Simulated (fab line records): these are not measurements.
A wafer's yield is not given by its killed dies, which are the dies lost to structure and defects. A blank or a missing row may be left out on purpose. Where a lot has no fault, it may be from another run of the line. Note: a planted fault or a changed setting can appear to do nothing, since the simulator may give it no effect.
Which tool did it? | flow n5Finfet | Sampling: 11 lots, 33 wafers, 4 of 1938 route steps

== WHAT EACH GAUGE READ, for each wafer ==
N5_PASSIVATION_CD_MEAS_10 targets a cd of 3000 nm. Usual: 3000.1 nm for cdNm, sd 2.
lot  | measured     | on       | cdNm (nm)            | flag
L933 | day 11 17:17 | cdSem-03 | 2998.0 2998.9 2996.9 | 
L934 | day 12 06:57 | cdSem-01 | 3000.7 3001.2 2999.5 | 
L938 | day 13 18:29 | cdSem-03 | 2998.2 2999.2 3002.5 | 
L942 | day 14 15:26 | cdSem-03 | 3002.2 2999.2 3000.6 | 
L943 | day 15 02:20 | cdSem-03 | 3002.5 3001.3 3005.7 | 
L941 | day 15 10:02 | cdSem-02 | 2997.4 2999.9 3000.1 | 
L949 | day 16 18:04 | cdSem-02 | 2998.9 3001.7 2999.1 | 
L950 | day 16 18:21 | cdSem-01 | 2998.9 2999.3 3000.4 | 
L953 | day 17 09:25 | cdSem-01 | 2999.2 3001.8 2997.2 | 
L954 | day 18 01:50 | cdSem-03 | 3000.1 3000.4 3002.2 | 
L956 | day 18 17:59 | cdSem-01 | 3000.3 3002.1 2998.5 | 

N5_PASSIVATION_OVL_MEAS_66. Usual: for PASS_OPEN_OVL the level is 1 nm and the standard deviation is 4.4.
lot  | measured     | on         | PASS_OPEN_OVL (nm) | flag
L933 | day 11 20:55 | overlay-02 | 2 8 4              | 
L934 | day 12 10:44 | overlay-02 | -3 5 2             | 
L938 | day 13 22:45 | overlay-02 | 2 3 6              | 
L942 | day 14 19:49 | overlay-01 | 7 2 1              | 
L943 | day 15 05:55 | overlay-01 | -5 4 5             | 
L941 | day 15 14:07 | overlay-01 | -1 0 3             | 
L949 | day 16 22:07 | overlay-01 | 0 1 5              | 
L950 | day 16 21:56 | overlay-02 | 8 2 7              | 
L953 | day 17 13:03 | overlay-02 | -7 -5 4            | 
L954 | day 18 05:46 | overlay-02 | 1 0 2              | 
L956 | day 18 22:04 | overlay-02 | 2 2 1              | 

== WHICH TOOL RAN EACH LOT (tool, then ch and the chambers of the sampled wafers, then the start) ==
lot  | N5_BEOL_M11_STRIP_77              | N5_PASSIVATION_PASS_ETCH_74
L933 | rieDiel-04 ch 1,2,3, day 10 06:33 | rieDiel-04 ch 0,2,3, day 11 17:29
L934 | rieDiel-04 ch 2,3, day 10 23:34   | rieDiel-03 ch 0,3, day 12 07:06
L938 | rieDiel-03 ch 1,3, day 12 10:21   | rieDiel-05 ch 0,2,3, day 13 18:52
L942 | rieDiel-04 ch 0,1,3, day 13 03:39 | rieDiel-05 ch 0,2,3, day 14 16:14
L943 | rieDiel-04 ch 0,2,3, day 13 12:31 | rieDiel-04 ch 0,2,3, day 15 02:29
L941 | rieDiel-04 ch 1,2, day 13 20:32   | rieDiel-05 ch 0,1, day 15 10:31
L949 | rieDiel-05 ch 1,2,3, day 15 02:47 | rieDiel-03 ch 0,1,3, day 16 18:34
L950 | rieDiel-03 ch 1,2,3, day 15 07:23 | rieDiel-04 ch 1,2,3, day 16 18:37
L953 | rieDiel-05 ch 0,1,3, day 15 13:31 | rieDiel-03 ch 1,3, day 17 09:43
L954 | rieDiel-04 ch 0,1,3, day 16 18:06 | rieDiel-04 ch 2,3, day 18 02:04
L956 | rieDiel-05 ch 0,2, day 17 09:14   | rieDiel-04 ch 0,2,3, day 18 18:31
- N5_BEOL_M11_STRIP_77: strips in N2/H2, time 10 s.
- N5_PASSIVATION_PASS_ETCH_74: etches SiNx in CF4/O2, target depth 220 nm, time 110 s.

== AS READ BY THE TOOLS THEMSELVES (means over the sampled wafers that have a number; for cases with no such wafer, the mark the record gives instead) ==
N5_BEOL_M11_STRIP_77. Usual: drypumpMotorCurrentA 5.7 A, standard deviation 0.41; oesProductAu 0.79 a.u., standard deviation 0.093; rfVppV 59.2 V, standard deviation 0.89; showerheadPlenumPTorr 2.56 Torr, standard deviation 0.095; throttleValvePct 23.65 %, standard deviation 0.3.
lot  | tool       | drypumpMotorCurrentA (A) | oesProductAu (a.u.) | rfVppV (V) | showerheadPlenumPTorr (Torr) | throttleValvePct (%) | flag
L933 | rieDiel-04 | 5.7                      | 0.79                | 59.7       | 2.57                         | 23.62                | 
L934 | rieDiel-04 | 6.0                      | 0.75                | 58.9       | 2.55                         | 23.60                | 
L938 | rieDiel-03 | 5.5                      | 0.84                | 59.5       | 2.55                         | 23.37                | 
L942 | rieDiel-04 | 5.4                      | 0.78                | 58.5       | 2.54                         | 23.69                | 
L943 | rieDiel-04 | 5.7                      | 0.86                | 58.4       | 2.52                         | 23.53                | 
L941 | rieDiel-04 | 5.8                      | 0.92                | 58.9       | 2.51                         | 23.56                | 
L949 | rieDiel-05 | 6.1                      | 0.70                | 59.1       | 2.54                         | 23.92                | 
L950 | rieDiel-03 | 5.6                      | 0.85                | 60.3       | 2.58                         | 23.29                | 
L953 | rieDiel-05 | 6.1                      | 0.78                | 60.4       | 2.61                         | 23.86                | 
L954 | rieDiel-04 | 5.4                      | 0.76                | 58.9       | 2.53                         | 23.72                | 
L956 | rieDiel-05 | 6.3                      | 0.78                | 59.3       | 2.57                         | 23.64                | 

N5_PASSIVATION_PASS_ETCH_74. Usual: drypumpMotorCurrentA 5.7 A, standard deviation 0.4; oesProductAu 0.80 a.u., standard deviation 0.092; rfFwdPowerW 532.0 W, standard deviation 1.7; rfVppV 240 V, standard deviation 6.6; showerheadPlenumPTorr 2.23 Torr, standard deviation 0.082; throttleValvePct 15.98 %, standard deviation 0.25.
lot  | tool       | drypumpMotorCurrentA (A) | oesProductAu (a.u.) | rfFwdPowerW (W) | rfVppV (V) | showerheadPlenumPTorr (Torr) | throttleValvePct (%) | flag
L933 | rieDiel-04 | 5.7                      | 0.76                | 531.4           | 239        | 2.20                         | 16.08                | 
L934 | rieDiel-03 | 5.8                      | 0.82                | 531.6           | 239        | 2.27                         | 15.94                | 
L938 | rieDiel-05 | 6.2                      | 0.70                | 532.8           | 246        | 2.18                         | 16.13                | 
L942 | rieDiel-05 | 6.3                      | 0.80                | 532.6           | 248        | 2.27                         | 15.98                | 
L943 | rieDiel-04 | 5.7                      | 0.84                | 529.9           | 239        | 2.19                         | 15.96                | 
L941 | rieDiel-05 | 6.0                      | 0.80                | 531.4           | 239        | 2.24                         | 16.13                | 
L949 | rieDiel-03 | 5.6                      | 0.78                | 531.5           | 240        | 2.22                         | 15.91                | 
L950 | rieDiel-04 | 5.7                      | 0.85                | 532.9           | 240        | 2.23                         | 15.96                | 
L953 | rieDiel-03 | 5.3                      | 0.77                | 533.9           | 241        | 2.16                         | 15.83                | 
L954 | rieDiel-04 | 6.0                      | 0.86                | 530.6           | 243        | 2.26                         | 15.80                | 
L956 | rieDiel-04 | 5.7                      | 0.80                | 531.2           | 239        | 2.19                         | 16.01                | 

== THE ANSWER, worked out from the rows above alone ==
Rule: lot off if the mean of its wafers having a number is beyond 3 standard deviations from the usual mean. A lot without any number at a reading at which 4 lots or more have one is off too. The other lots that the step has rows for count as sound. After the gauges, taken in route order, come the tools' own readings; for these a lot's mean is taken, as printed above. At the first step where some lot is off, the reading lying furthest off is the one used; lots without a number count as furthest.
No lot is off at any reading shown: from this, nothing can be told.

== WHAT HAD BEEN PUT IN BY THE SIMULATOR ==
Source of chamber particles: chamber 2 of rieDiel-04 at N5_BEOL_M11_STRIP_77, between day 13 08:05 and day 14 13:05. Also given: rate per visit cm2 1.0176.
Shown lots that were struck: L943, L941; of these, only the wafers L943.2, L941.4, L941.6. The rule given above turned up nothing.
